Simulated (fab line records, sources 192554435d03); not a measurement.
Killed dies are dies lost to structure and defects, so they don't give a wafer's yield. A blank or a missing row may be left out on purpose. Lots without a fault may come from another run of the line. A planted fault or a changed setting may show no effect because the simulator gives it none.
Chamber matching | flow n5_finfet | N5_DUMMY_GATE_ETCH_44 on rie_si-02: 4 sister chambers
The step etches poly-Si in HBr/O2, stops on SiO2, target depth 127.5 nm. 17 wafers are shown with their chamber, then 8 later ones without.

WAFERS WITH THEIR CHAMBER
wafer  | chamber | drypump_motor_current_A (A) | throttle_valve_pct (%) | oes_product_au (a.u.)
L745.1 | 2       | 5.3                         | 18.40                  | 0.737
L745.4 | 0       | 6.3                         | 18.34                  | 0.731
L745.5 | 1       | 6.2                         | 18.56                  | 0.727
L747.1 | 3       | 6.0                         | 18.59                  | 0.706
L747.4 | 0       | 6.3                         | 18.34                  | 0.746
L747.5 | 3       | 6.0                         | 18.58                  | 0.716
L749.4 | 3       | 6.0                         | 18.58                  | 0.703
L749.5 | 0       | 6.3                         | 18.36                  | 0.744
L749.6 | 3       | 6.0                         | 18.58                  | 0.711
L753.1 | 0       | 6.3                         | 18.35                  | 0.743
L753.4 | 2       | 5.3                         | 18.38                  | 0.736
L753.6 | 1       | 6.1                         | 18.57                  | 0.729
L756.1 | 0       | 6.3                         | 18.36                  | 0.741
L756.4 | 1       | 6.2                         | 18.55                  | 0.739
L756.5 | 3       | 6.0                         | 18.59                  | 0.706
L755.3 | 3       | 6.0                         | 18.58                  | 0.712
L755.4 | 0       | 6.3                         | 18.35                  | 0.734

SIGNATURES (means of the wafers above)
reading                 | chamber 0 | chamber 1 | chamber 2 | chamber 3 | scatter within a chamber
drypump_motor_current_A | 6.300     | 6.167     | 5.300     | 6.000     | 0.0226
throttle_valve_pct      | 18.3500   | 18.5600   | 18.3900   | 18.5833   | 0.00847
oes_product_au          | 0.73983   | 0.73167   | 0.73650   | 0.70900   | 0.00539
Rule: a wafer's distance from a chamber is the root of the sum, over the readings, of the square of ((its reading less the chamber's mean) divided by the reading's scatter). The wafer belongs to the nearest chamber; if the next one is less than 2 further off, it can't be placed. The scatter: the root of (the sum of the squares of (reading less its chamber's mean) over the shown wafers, divided by (wafers less chambers)).

WAFERS WITHOUT THEIR CHAMBER
wafer  | drypump_motor_current_A (A) | throttle_valve_pct (%) | oes_product_au (a.u.)
L755.5 | 5.3                         | 18.40                  | 0.738
L757.4 | 5.3                         | 18.40                  | 0.729
L757.6 | 5.3                         | 18.39                  | 0.738
L758.1 | 6.2                         | 18.56                  | 0.731
L758.4 | 5.3                         | 18.38                  | 0.732
L766.2 | 6.0                         | 18.57                  | 0.718
L766.4 | 6.3                         | 18.36                  | 0.755
L766.6 | 6.0                         | 18.58                  | 0.718

WHICH CHAMBER EACH WENT THROUGH
wafer  | from the rows above | in truth
L755.5 | 2                   | 2
L757.4 | 2                   | 2
L757.6 | 2                   | 2
L758.1 | 1                   | 1
L758.4 | 2                   | 2
L766.2 | 3                   | 3
L766.4 | 0                   | 0
L766.6 | 3                   | 3
Placed correctly: 8 of 8. Can't be placed from these rows: 0. Placed wrongly: 0.
